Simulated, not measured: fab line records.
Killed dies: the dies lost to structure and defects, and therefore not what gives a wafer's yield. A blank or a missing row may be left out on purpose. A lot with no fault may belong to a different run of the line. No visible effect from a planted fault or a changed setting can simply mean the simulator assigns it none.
Lot-split experiment || flow n5-finfet || on a route of 1938 steps: 7 lots, 39 wafers read

ABOUT THE SPLIT
At N5_HKMG_FIN_ETCH_58 (etches SOC in N2/H2, target depth 215.8 nm, time 741 s), the setting bias-w was moved away from the recipe's 13 W on 15 of the 39 wafers read, by -12.5% to +17.4%. For the rest of the wafers, this setting stayed at what the recipe calls for.

The reading is taken at the split's own step.

THE READING
rf-vpp-V, in V, at N5_HKMG_FIN_ETCH_58 (etches SOC in N2/H2, target depth 215.8 nm, time 741 s). Fault-free wafers of this fab line usually give 99.2 V, standard deviation 0.92 V.

{"wafer": "L074.1", "tool, chamber at the split": "rie-diel-01, 2", "bias-w as run, W": 14.52, "against the recipe": "+11.7%", "rf-vpp-V, V": 106.4, "against lot-mates on the recipe": "+7.3"}
{"wafer": "L074.2", "tool, chamber at the split": "rie-diel-01, 1", "bias-w as run, W": 14.52, "against the recipe": "+11.7%", "rf-vpp-V, V": 106.1, "against lot-mates on the recipe": "+7.0"}
{"wafer": "L074.3", "tool, chamber at the split": "rie-diel-01, 0", "bias-w as run, W": 14.52, "against the recipe": "+11.7%", "rf-vpp-V, V": 106.3, "against lot-mates on the recipe": "+7.2"}
{"wafer": "L074.4", "tool, chamber at the split": "rie-diel-01, 3", "bias-w as run, W": 13, "against the recipe": "recipe", "rf-vpp-V, V": 100.7, "against lot-mates on the recipe": "-"}
{"wafer": "L074.5", "tool, chamber at the split": "rie-diel-01, 1", "bias-w as run, W": 13, "against the recipe": "recipe", "rf-vpp-V, V": 98.4, "against lot-mates on the recipe": "-"}
{"wafer": "L074.6", "tool, chamber at the split": "rie-diel-01, 2", "bias-w as run, W": 13, "against the recipe": "recipe", "rf-vpp-V, V": 98.2, "against lot-mates on the recipe": "-"}
{"wafer": "L075.1", "tool, chamber at the split": "rie-diel-04, 1", "bias-w as run, W": 13, "against the recipe": "recipe", "rf-vpp-V, V": 98.5, "against lot-mates on the recipe": "-"}
{"wafer": "L075.2", "tool, chamber at the split": "rie-diel-04, 3", "bias-w as run, W": 13, "against the recipe": "recipe", "rf-vpp-V, V": 100.4, "against lot-mates on the recipe": "-"}
{"wafer": "L075.3", "tool, chamber at the split": "rie-diel-04, 0", "bias-w as run, W": 13, "against the recipe": "recipe", "rf-vpp-V, V": 98.8, "against lot-mates on the recipe": "-"}
{"wafer": "L075.4", "tool, chamber at the split": "rie-diel-04, 2", "bias-w as run, W": 13, "against the recipe": "recipe", "rf-vpp-V, V": 98.4, "against lot-mates on the recipe": "-"}
{"wafer": "L075.5", "tool, chamber at the split": "rie-diel-04, 0", "bias-w as run, W": 13, "against the recipe": "recipe", "rf-vpp-V, V": 98.3, "against lot-mates on the recipe": "-"}
{"wafer": "L075.6", "tool, chamber at the split": "rie-diel-04, 1", "bias-w as run, W": 13, "against the recipe": "recipe", "rf-vpp-V, V": 99.0, "against lot-mates on the recipe": "-"}
{"wafer": "L083.1", "tool, chamber at the split": "rie-diel-05, 3", "bias-w as run, W": 13, "against the recipe": "recipe", "rf-vpp-V, V": 97.6, "against lot-mates on the recipe": "-"}
{"wafer": "L083.2", "tool, chamber at the split": "rie-diel-05, 1", "bias-w as run, W": 15.26, "against the recipe": "+17.4%", "rf-vpp-V, V": 109.8, "against lot-mates on the recipe": "+11.1"}
{"wafer": "L083.3", "tool, chamber at the split": "rie-diel-05, 0", "bias-w as run, W": 13, "against the recipe": "recipe", "rf-vpp-V, V": 100.5, "against lot-mates on the recipe": "-"}
{"wafer": "L083.4", "tool, chamber at the split": "rie-diel-05, 2", "bias-w as run, W": 15.26, "against the recipe": "+17.4%", "rf-vpp-V, V": 111.6, "against lot-mates on the recipe": "+12.9"}
{"wafer": "L083.5", "tool, chamber at the split": "rie-diel-05, 3", "bias-w as run, W": 13, "against the recipe": "recipe", "rf-vpp-V, V": 98.1, "against lot-mates on the recipe": "-"}
{"wafer": "L083.6", "tool, chamber at the split": "rie-diel-05, 2", "bias-w as run, W": 15.26, "against the recipe": "+17.4%", "rf-vpp-V, V": 110.1, "against lot-mates on the recipe": "+11.4"}
{"wafer": "L084.1", "tool, chamber at the split": "rie-diel-05, 2", "bias-w as run, W": 13, "against the recipe": "recipe", "rf-vpp-V, V": 100.7, "against lot-mates on the recipe": "-"}
{"wafer": "L084.2", "tool, chamber at the split": "rie-diel-05, 1", "bias-w as run, W": 13, "against the recipe": "recipe", "rf-vpp-V, V": 100.3, "against lot-mates on the recipe": "-"}
{"wafer": "L084.5", "tool, chamber at the split": "rie-diel-05, 1", "bias-w as run, W": 13, "against the recipe": "recipe", "rf-vpp-V, V": 99.6, "against lot-mates on the recipe": "-"}
{"wafer": "L085.1", "tool, chamber at the split": "rie-diel-04, 0", "bias-w as run, W": 14.5, "against the recipe": "+11.5%", "rf-vpp-V, V": 107.6, "against lot-mates on the recipe": "+7.6"}
{"wafer": "L085.2", "tool, chamber at the split": "rie-diel-04, 1", "bias-w as run, W": 13, "against the recipe": "recipe", "rf-vpp-V, V": 100.2, "against lot-mates on the recipe": "-"}
{"wafer": "L085.3", "tool, chamber at the split": "rie-diel-04, 3", "bias-w as run, W": 13, "against the recipe": "recipe", "rf-vpp-V, V": 100.5, "against lot-mates on the recipe": "-"}
{"wafer": "L085.4", "tool, chamber at the split": "rie-diel-04, 2", "bias-w as run, W": 14.5, "against the recipe": "+11.5%", "rf-vpp-V, V": 105.6, "against lot-mates on the recipe": "+5.6"}
{"wafer": "L085.5", "tool, chamber at the split": "rie-diel-04, 1", "bias-w as run, W": 14.5, "against the recipe": "+11.5%", "rf-vpp-V, V": 105.5, "against lot-mates on the recipe": "+5.5"}
{"wafer": "L085.6", "tool, chamber at the split": "rie-diel-04, 0", "bias-w as run, W": 13, "against the recipe": "recipe", "rf-vpp-V, V": 99.2, "against lot-mates on the recipe": "-"}
{"wafer": "L089.1", "tool, chamber at the split": "rie-diel-04, 2", "bias-w as run, W": 13, "against the recipe": "recipe", "rf-vpp-V, V": 99.3, "against lot-mates on the recipe": "-"}
{"wafer": "L089.2", "tool, chamber at the split": "rie-diel-04, 3", "bias-w as run, W": 13, "against the recipe": "recipe", "rf-vpp-V, V": 100.0, "against lot-mates on the recipe": "-"}
{"wafer": "L089.3", "tool, chamber at the split": "rie-diel-04, 1", "bias-w as run, W": 11.37, "against the recipe": "-12.5%", "rf-vpp-V, V": 90.3, "against lot-mates on the recipe": -9.1}
{"wafer": "L089.4", "tool, chamber at the split": "rie-diel-04, 1", "bias-w as run, W": 11.37, "against the recipe": "-12.5%", "rf-vpp-V, V": 92.5, "against lot-mates on the recipe": -6.9}
{"wafer": "L089.5", "tool, chamber at the split": "rie-diel-04, 2", "bias-w as run, W": 11.37, "against the recipe": "-12.5%", "rf-vpp-V, V": 90.0, "against lot-mates on the recipe": -9.4}
{"wafer": "L089.6", "tool, chamber at the split": "rie-diel-04, 3", "bias-w as run, W": 13, "against the recipe": "recipe", "rf-vpp-V, V": 99.0, "against lot-mates on the recipe": "-"}
{"wafer": "L091.1", "tool, chamber at the split": "rie-diel-04, 1", "bias-w as run, W": 13, "against the recipe": "recipe", "rf-vpp-V, V": 97.4, "against lot-mates on the recipe": "-"}
{"wafer": "L091.2", "tool, chamber at the split": "rie-diel-04, 3", "bias-w as run, W": 12.29, "against the recipe": "-5.5%", "rf-vpp-V, V": 95.2, "against lot-mates on the recipe": -3.6}
{"wafer": "L091.3", "tool, chamber at the split": "rie-diel-04, 2", "bias-w as run, W": 13, "against the recipe": "recipe", "rf-vpp-V, V": 99.7, "against lot-mates on the recipe": "-"}
{"wafer": "L091.4", "tool, chamber at the split": "rie-diel-04, 1", "bias-w as run, W": 12.29, "against the recipe": "-5.5%", "rf-vpp-V, V": 95.8, "against lot-mates on the recipe": -3.0}
{"wafer": "L091.5", "tool, chamber at the split": "rie-diel-04, 3", "bias-w as run, W": 13, "against the recipe": "recipe", "rf-vpp-V, V": 99.3, "against lot-mates on the recipe": "-"}
{"wafer": "L091.6", "tool, chamber at the split": "rie-diel-04, 2", "bias-w as run, W": 12.29, "against the recipe": "-5.5%", "rf-vpp-V, V": 95.5, "against lot-mates on the recipe": -3.3}

FIT RESULTS
A straight line over all 39 wafers: rf-vpp-V changes by +0.639 V for each +1% of bias-w; r = +0.98; the points scatter about the line by 0.95 V.
The same after taking each lot's own level away (the mean of its wafers on the recipe; 39 wafers): +0.642 V for each +1%; r = +0.98; scatter 0.92 V.
According to that fit, moving bias-w by its largest amount changes the reading by 11 V.
Across the lots, their own levels run from 98.73 to 100.20 V, a range of 1.6 times the standard deviation given above.
The two slopes are in agreement: the lot-to-lot level therefore moves the slope only a little.
Check: with one of the wafers moved furthest among these (+17.4%) left out of the fit, the line predicts +11.1 V for it against its lot-mates. Against them it came out at +11.1 V.
Tool readings at the split's step, against how far the setting was moved: rf-vpp-V r = +0.98.

FURTHER SPLITS ON THESE WAFERS
Other splits were also applied to these wafers ahead of the reading. Each is held against what the fit with the lots' levels taken away leaves over:
{"other split on the same wafers": "N5_FIN_CUT_CUT_ETCH_26 source-w", "wafers away from the commonest value": 12, "r with rf-vpp-V (lot level and that fit taken away)": "+0.05"}
{"other split on the same wafers": "N5_DUMMY_GATE_ETCH_37 source-w", "wafers away from the commonest value": 18, "r with rf-vpp-V (lot level and that fit taken away)": "+0.01"}
{"other split on the same wafers": "N5_HKMG_FIN_EXPOSE_46 dose-mj", "wafers away from the commonest value": 15, "r with rf-vpp-V (lot level and that fit taken away)": -0.01}

THE WHOLE CHAIN: every reading that the file lists as answering this split, in the file's order
{"step": "N5_HKMG_FIN_ETCH_58", "what it does": "etches SOC in N2/H2, target depth 215.8 nm, time 741 s", "reading": "rf-vpp-V", "change (the file's fit)": "+0.64 V for each +1% of the setting", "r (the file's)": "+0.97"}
{"step": "N5_HKMG_FIN_ETCH_58", "what it does": "etches SOC in N2/H2, target depth 215.8 nm, time 741 s", "reading": "SOC_of_HKMG_FIN_COAT_41.thk-nm (the simulator's own value, which no gauge read)", "change (the file's fit)": "-0.805 nm for each +1% of the setting", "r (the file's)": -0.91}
{"step": "N5_HKMG_FIN_ETCH_58", "what it does": "etches SOC in N2/H2, target depth 215.8 nm, time 741 s", "reading": "etch.depth-nm (the simulator's own value, which no gauge read)", "change (the file's fit)": "+0.841 nm for each +1% of the setting", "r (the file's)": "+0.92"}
{"step": "N5_HKMG_FIN_ETCH_58", "what it does": "etches SOC in N2/H2, target depth 215.8 nm, time 741 s", "reading": "HKMG_FIN.feature-depth-nm (the simulator's own value, which no gauge read)", "change (the file's fit)": "+0.842 nm for each +1% of the setting", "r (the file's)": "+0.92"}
{"step": "N5_HKMG_FIN_STRIP_93", "what it does": "strips SOC in N2/H2, time 20 s", "reading": "SOC_of_HKMG_FIN_COAT_41.thk-nm (the simulator's own value, which no gauge read)", "change (the file's fit)": "-0.8 nm for each +1% of the setting", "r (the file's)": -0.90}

FILE'S OWN FIT
rf-vpp-V changes by +0.64 V for each +1% of bias-w, r = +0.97.
